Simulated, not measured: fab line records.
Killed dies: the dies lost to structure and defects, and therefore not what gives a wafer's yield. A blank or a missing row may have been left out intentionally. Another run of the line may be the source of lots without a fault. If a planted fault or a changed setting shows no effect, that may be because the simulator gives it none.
Split-lot study / flow n5Finfet / 7 lots, 21 wafers read, on a route of 1938 steps

== SPLIT DETAILS ==
At N5_BEOL_M10_EXPOSE_08 (exposes mask M10), the setting doseMj was moved away from the recipe's 53.75 on 6 of the 21 wafers read, by +4.4% to +7.1%. For the rest of the wafers, this setting stayed at what the recipe calls for.

== FROM THE SPLIT TO THE READING: what the file shows between them, 15 steps ==
- N5_BEOL_M10_PEB_09: peb time 60 s
- N5_BEOL_M10_DEVELOP_10: develop time 30 s
- N5_BEOL_M10_CD_MEAS_11: target cd 64.1 nm
- N5_BEOL_M10_DESCUM_16: chemistry O2, time 7.9 s
- N5_BEOL_M10_ETCH_61: etches SiARC in CF4, target depth 39 nm, time 65 s
- N5_BEOL_M10_ETCH_62: etches SOC in N2/H2, target depth 110 nm, overetch 22 nm, time 165 s
- N5_BEOL_M10_STRIP_68: strips in N2/H2
- N5_BEOL_M10_STRIP_67: strips in CF4
- N5_BEOL_M10_HM_OPEN_17: chemistry Cl2/BCl3, target TiN, target depth 20 nm, overetch 6 nm
- N5_BEOL_M10_STRIP_19: strips in O2
- N5_BEOL_M10_CD_MEAS_18: pitch 140 nm, target cd 70 nm
- N5_BEOL_M10_COAT_63: time 60 s, resist thk 100 nm
- N5_BEOL_M10_COAT_64: time 60 s, resist thk 30 nm
- N5_BEOL_M10_PRECLEAN_42: cleans in residue remover, time 60 s
- N5_BEOL_M10_SRD_43: time 30 s

== THE READING ==
cdNm at N5_BEOL_M10_CD_MEAS_35, given in nm (cd target 70 nm). Typical for fault-free wafers on this fab line: 70.0 nm, with standard deviation 0.61 nm.

wafer=L075.2; tool, chamber at the split=arfiScanner-01, 0; doseMj as run=56.71; against the recipe=+5.5%; cdNm, nm=72.8; against lot-mates on the recipe=+2.6
wafer=L075.5; tool, chamber at the split=arfiScanner-01, 0; doseMj as run=53.75; against the recipe=recipe; cdNm, nm=70.6; against lot-mates on the recipe=-
wafer=L075.6; tool, chamber at the split=arfiScanner-01, 0; doseMj as run=53.75; against the recipe=recipe; cdNm, nm=69.8; against lot-mates on the recipe=-
wafer=L081.2; tool, chamber at the split=arfiScanner-03, 0; doseMj as run=57.57; against the recipe=+7.1%; cdNm, nm=72.7; against lot-mates on the recipe=+4.0
wafer=L081.3; tool, chamber at the split=arfiScanner-03, 0; doseMj as run=53.75; against the recipe=recipe; cdNm, nm=68.7; against lot-mates on the recipe=-
wafer=L081.6; tool, chamber at the split=arfiScanner-03, 0; doseMj as run=57.57; against the recipe=+7.1%; cdNm, nm=73.4; against lot-mates on the recipe=+4.7
wafer=L083.1; tool, chamber at the split=arfiScanner-03, 0; doseMj as run=53.75; against the recipe=recipe; cdNm, nm=70.3; against lot-mates on the recipe=-
wafer=L083.4; tool, chamber at the split=arfiScanner-03, 0; doseMj as run=56.11; against the recipe=+4.4%; cdNm, nm=72.5; against lot-mates on the recipe=+2.2
wafer=L083.5; tool, chamber at the split=arfiScanner-03, 0; doseMj as run=56.11; against the recipe=+4.4%; cdNm, nm=72.4; against lot-mates on the recipe=+2.1
wafer=L085.2; tool, chamber at the split=arfiScanner-03, 0; doseMj as run=53.75; against the recipe=recipe; cdNm, nm=70.4; against lot-mates on the recipe=-
wafer=L085.5; tool, chamber at the split=arfiScanner-03, 0; doseMj as run=53.75; against the recipe=recipe; cdNm, nm=70.3; against lot-mates on the recipe=-
wafer=L085.6; tool, chamber at the split=arfiScanner-03, 0; doseMj as run=53.75; against the recipe=recipe; cdNm, nm=69.4; against lot-mates on the recipe=-
wafer=L087.3; tool, chamber at the split=arfiScanner-01, 0; doseMj as run=53.75; against the recipe=recipe; cdNm, nm=70.0; against lot-mates on the recipe=-
wafer=L087.5; tool, chamber at the split=arfiScanner-01, 0; doseMj as run=53.75; against the recipe=recipe; cdNm, nm=70.7; against lot-mates on the recipe=-
wafer=L087.6; tool, chamber at the split=arfiScanner-01, 0; doseMj as run=53.75; against the recipe=recipe; cdNm, nm=70.6; against lot-mates on the recipe=-
wafer=L094.3; tool, chamber at the split=arfiScanner-02, 0; doseMj as run=53.75; against the recipe=recipe; cdNm, nm=69.8; against lot-mates on the recipe=-
wafer=L094.5; tool, chamber at the split=arfiScanner-02, 0; doseMj as run=56.2; against the recipe=+4.6%; cdNm, nm=73.0; against lot-mates on the recipe=+3.0
wafer=L094.6; tool, chamber at the split=arfiScanner-02, 0; doseMj as run=53.75; against the recipe=recipe; cdNm, nm=70.2; against lot-mates on the recipe=-
wafer=L095.1; tool, chamber at the split=arfiScanner-02, 0; doseMj as run=53.75; against the recipe=recipe; cdNm, nm=69.6; against lot-mates on the recipe=-
wafer=L095.4; tool, chamber at the split=arfiScanner-02, 0; doseMj as run=53.75; against the recipe=recipe; cdNm, nm=69.2; against lot-mates on the recipe=-
wafer=L095.5; tool, chamber at the split=arfiScanner-02, 0; doseMj as run=53.75; against the recipe=recipe; cdNm, nm=69.2; against lot-mates on the recipe=-

FIT RESULTS
A straight line over all 21 wafers: cdNm changes by +0.501 nm for each +1% of doseMj; r = +0.92; the points scatter about the line by 0.59 nm.
The same after taking each lot's own level away (the mean of its wafers on the recipe; 21 wafers): +0.573 nm for each +1%; r = +0.97; scatter 0.36 nm.
That fit puts the effect of the largest move of doseMj on the reading at 4.1 nm.
The span of the lots' own levels, 68.70 to 70.43 nm, comes to 2.8 times the standard deviation stated above.
So the slope is not independent of the lot-to-lot level: the two fits are not the same.
Check: with one of the wafers moved furthest among these (+7.1%) left out of the fit, the line predicts +4.08 nm for it against its lot-mates. Against them it came out at +4 nm.

== THE WHOLE CHAIN: every reading that the file lists as answering this split, in the file's order ==
step=N5_BEOL_M10_CD_MEAS_11; what it does=target cd 64.1 nm; reading=cdNm; change (the file's fit)=+0.501 nm for each +1% of the setting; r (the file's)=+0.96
step=N5_BEOL_M10_ETCH_61; what it does=etches SiARC in CF4, target depth 39 nm, time 65 s; reading=BEOL_M10.cdOffsetNm (the simulator's own value, which no gauge read); change (the file's fit)=+0.547 nm for each +1% of the setting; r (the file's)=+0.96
step=N5_BEOL_M10_HM_OPEN_17; what it does=chemistry Cl2/BCl3, target TiN, target depth 20 nm, overetch 6 nm; reading=BEOL_M10.cdOffsetNm (the simulator's own value, which no gauge read); change (the file's fit)=+0.558 nm for each +1% of the setting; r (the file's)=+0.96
step=N5_BEOL_M10_CD_MEAS_18; what it does=pitch 140 nm, target cd 70 nm; reading=cdNm; change (the file's fit)=+0.568 nm for each +1% of the setting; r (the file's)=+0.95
step=N5_BEOL_M10_CD_MEAS_35; what it does=target cd 70 nm; reading=cdNm; change (the file's fit)=+0.561 nm for each +1% of the setting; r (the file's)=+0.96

== THE FILE'S OWN FIT ==
cdNm changes by +0.561 nm for each +1% of doseMj, r = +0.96.
